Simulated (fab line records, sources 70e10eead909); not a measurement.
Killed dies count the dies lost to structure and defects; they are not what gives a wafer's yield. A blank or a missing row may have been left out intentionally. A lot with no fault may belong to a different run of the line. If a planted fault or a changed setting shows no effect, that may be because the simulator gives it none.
Which of the tools did it? || flow nandHarc || 18 wafers from 6 lots sampled at 4 of the route's 1159 steps

WHAT THE GAUGES READ, wafer by wafer
NHARC_P_GATE_CD_MEAS_59: the cd target is 720 nm.
{"lot": "L484", "measured": "day 5 22:27", "on": "cdSem-01", "cdNm (nm)": "720.8 717.7 722.2"}
{"lot": "L487", "measured": "day 6 21:46", "on": "cdSem-03", "cdNm (nm)": "721.5 720.7 719.7"}
{"lot": "L490", "measured": "day 7 08:14", "on": "cdSem-03", "cdNm (nm)": "718.5 716.7 716.5"}
{"lot": "L491", "measured": "day 7 21:11", "on": "cdSem-01", "cdNm (nm)": "718.9 721.2 718.8"}
{"lot": "L497", "measured": "day 9 00:35", "on": "cdSem-03", "cdNm (nm)": "741.3 741.9 740.1"}
{"lot": "L504", "measured": "day 10 21:22", "on": "cdSem-03", "cdNm (nm)": "716.1 715.6 718.9"}

EACH LOT AND THE TOOL THAT RAN IT (in order: tool; ch and the chambers of the sampled wafers; start)
{"lot": "L484", "NHARC_P_GATE_STRIP_108": "rieDiel-03 ch 0,1, day 5 09:32", "NHARC_P_GATE_STRIP_111": "plasmaAsher-01 ch 0,1, day 5 21:19", "NHARC_P_GATE_EXPOSE_56": "krfScanner-03 ch 0, day 5 22:18"}
{"lot": "L487", "NHARC_P_GATE_STRIP_108": "rieDiel-03 ch 0,2,3, day 6 08:55", "NHARC_P_GATE_STRIP_111": "plasmaAsher-01 ch 0,1, day 6 20:32", "NHARC_P_GATE_EXPOSE_56": "krfScanner-02 ch 0, day 6 21:36"}
{"lot": "L490", "NHARC_P_GATE_STRIP_108": "rieDiel-08 ch 0,3, day 6 19:26", "NHARC_P_GATE_STRIP_111": "plasmaAsher-02 ch 0,1, day 7 07:01", "NHARC_P_GATE_EXPOSE_56": "krfScanner-04 ch 0, day 7 08:05"}
{"lot": "L491", "NHARC_P_GATE_STRIP_108": "rieDiel-08 ch 1,2,3, day 7 08:15", "NHARC_P_GATE_STRIP_111": "plasmaAsher-01 ch 0,1, day 7 20:05", "NHARC_P_GATE_EXPOSE_56": "krfScanner-02 ch 0, day 7 21:02"}
{"lot": "L497", "NHARC_P_GATE_STRIP_108": "rieDiel-13 ch 0,2,3, day 8 11:42", "NHARC_P_GATE_STRIP_111": "plasmaAsher-01 ch 0,1, day 8 23:21", "NHARC_P_GATE_EXPOSE_56": "krfScanner-04 ch 0, day 9 00:25"}
{"lot": "L504", "NHARC_P_GATE_STRIP_108": "rieDiel-03 ch 0,1,3, day 10 08:20", "NHARC_P_GATE_STRIP_111": "plasmaAsher-02 ch 0,1, day 10 20:08", "NHARC_P_GATE_EXPOSE_56": "krfScanner-02 ch 0, day 10 21:13"}
- NHARC_P_GATE_STRIP_108: strips in O2.
- NHARC_P_GATE_STRIP_111: strips in N2/H2, time 250 s.
- NHARC_P_GATE_EXPOSE_56: exposes mask P PSD, target cd 720 nm.

THE ANSWER, worked out from the rows above alone
Rule: what is usual is taken from the lots themselves. The widest of any qualifying gaps counts: lots, ordered by their means at a reading, are off when they make up no more than a third of the lots, leave a main group of 4 or more, and stand apart from it by 3 or more times the standard deviation of that group's means. Not used: any main group whose means are identical at the precision the tables above print for the reading. Also off: a lot with no number at a reading for which 4 or more lots have one. Any other lot the step has rows for is counted as sound.
Off at NHARC_P_GATE_CD_MEAS_59 (cdNm): L497. The main group: mean 718.9 nm, standard deviation 1.6.
A tool fits if, at a process step before that reading, it ran every lot that is off, and no sound lot after the first of them. Those tools and the gauges at NHARC_P_GATE_CD_MEAS_59 are tried in the same way. Can't be told from this: 3 tools fit, rieDiel-13 at NHARC_P_GATE_STRIP_108, plasmaAsher-01 at NHARC_P_GATE_STRIP_111, krfScanner-04 at NHARC_P_GATE_EXPOSE_56.

WHAT THE SIMULATOR HAD INSERTED
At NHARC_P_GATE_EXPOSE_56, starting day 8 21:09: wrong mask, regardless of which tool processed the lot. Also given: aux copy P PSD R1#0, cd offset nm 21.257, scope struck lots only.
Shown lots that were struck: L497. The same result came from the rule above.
